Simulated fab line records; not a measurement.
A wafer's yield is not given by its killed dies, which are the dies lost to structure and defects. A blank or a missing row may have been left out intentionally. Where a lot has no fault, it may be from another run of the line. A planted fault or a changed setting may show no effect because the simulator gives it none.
Chamber matching | flow n5_finfet | rie_diel-05 running N5_BEOL_M5_ETCH_68: 4 sister chambers
The step etches SOC in N2/H2, target depth 80 nm, overetch 16 nm, time 120 s. 4 wafers are shown with their chamber, then 10 later ones without.

WAFERS, EACH WITH ITS CHAMBER
wafer  | chamber | showerhead_plenum_p_Torr (Torr)
L082.1 | 1       | 2.70
L082.2 | 0       | 2.34
L084.3 | 3       | 2.61
L084.4 | 2       | 2.67

WAFERS WITH NO CHAMBER GIVEN
wafer  | showerhead_plenum_p_Torr (Torr)
L084.5 | 2.34
L085.2 | 2.60
L085.3 | 2.69
L085.6 | 2.34
L090.1 | 2.34
L090.4 | 2.69
L090.6 | 2.69
L095.1 | 2.34
L095.2 | 2.59
L095.4 | 2.69

EACH ONE'S CHAMBER
wafer  | from the rows above     | in truth
L084.5 | 0                       | 0
L085.2 | 3                       | 3
L085.3 | can't be placed: 1 or 2 | 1
L085.6 | 0                       | 0
L090.1 | 0                       | 0
L090.4 | can't be placed: 1 or 2 | 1
L090.6 | can't be placed: 1 or 2 | 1
L095.1 | 0                       | 0
L095.2 | 3                       | 3
L095.4 | can't be placed: 1 or 2 | 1
Placed correctly: 6 of 10. From these rows, 4 cannot be placed; in 4 the true chamber is one of the candidates. Wrongly placed: 0.
How it was worked out, from the rows above alone: a wafer's distance from a chamber is the root of the sum, over the readings, of the square of ((its reading less the chamber's mean) divided by the reading's scatter). If the next closest chamber is less than 2 further off than the closest, the wafer can't be placed; otherwise it belongs to the closest. A chamber's mean is the mean of its shown wafers. The scatter: root of mean squared gap, hidden wafer to nearest shown wafer, with one shown wafer a chamber.
